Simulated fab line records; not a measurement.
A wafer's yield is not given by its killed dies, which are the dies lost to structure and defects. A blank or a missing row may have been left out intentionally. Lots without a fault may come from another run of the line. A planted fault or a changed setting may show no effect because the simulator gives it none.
Chamber matching    flow nand_harc    NHARC_A_STAIRCASE_DEP_156 on pecvd-04 has 3 sister chambers
The step deposits SiNx, target thk 50 nm. 6 wafers are shown with their chamber, then 7 later ones without.

WAFERS WITH THEIR CHAMBER
wafer   chamber  heater_power_w (W)  susceptor_temp_C (C)
L412.2  2        634                 399.68
L417.1  0        630                 399.94
L417.2  1        643                 399.79
L417.3  2        680                 399.92
L418.1  0        683                 399.79
L418.2  1        622                 399.96

WAFERS WITHOUT THEIR CHAMBER
wafer   heater_power_w (W)  susceptor_temp_C (C)
L418.5  697                 400.00
L420.2  678                 399.97
L420.4  606                 400.37
L420.6  780                 400.03
L423.2  680                 399.83
L423.3  746                 400.09
L423.6  701                 399.91

THE CHAMBER EACH PASSED THROUGH
wafer   from the rows above           in truth
L418.5  can't be placed: 0 or 2 or 1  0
L420.2  can't be placed: 0 or 2 or 1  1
L420.4  can't be placed: 1 or 0 or 2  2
L420.6  can't be placed: 0 or 2 or 1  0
L423.2  can't be placed: 2 or 0 or 1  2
L423.3  can't be placed: 0 or 2 or 1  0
L423.6  can't be placed: 0 or 2 or 1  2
0 of 7 placed correctly. Not placeable from these rows: 7 (in 7, the candidates include the true chamber). 0 placed wrongly.
How it was worked out, from the rows above alone: a wafer's distance from a chamber is the root of the sum, over the readings, of the square of ((its reading less the chamber's mean) divided by the reading's scatter). If the next closest chamber is less than 2 further off than the closest, the wafer can't be placed; otherwise it belongs to the closest. For every chamber, the mean is computed from those of its wafers that are shown. The scatter is the square root of a quotient: the sum, over the shown wafers, of each reading's squared deviation from its chamber's mean, divided by wafers minus chambers.
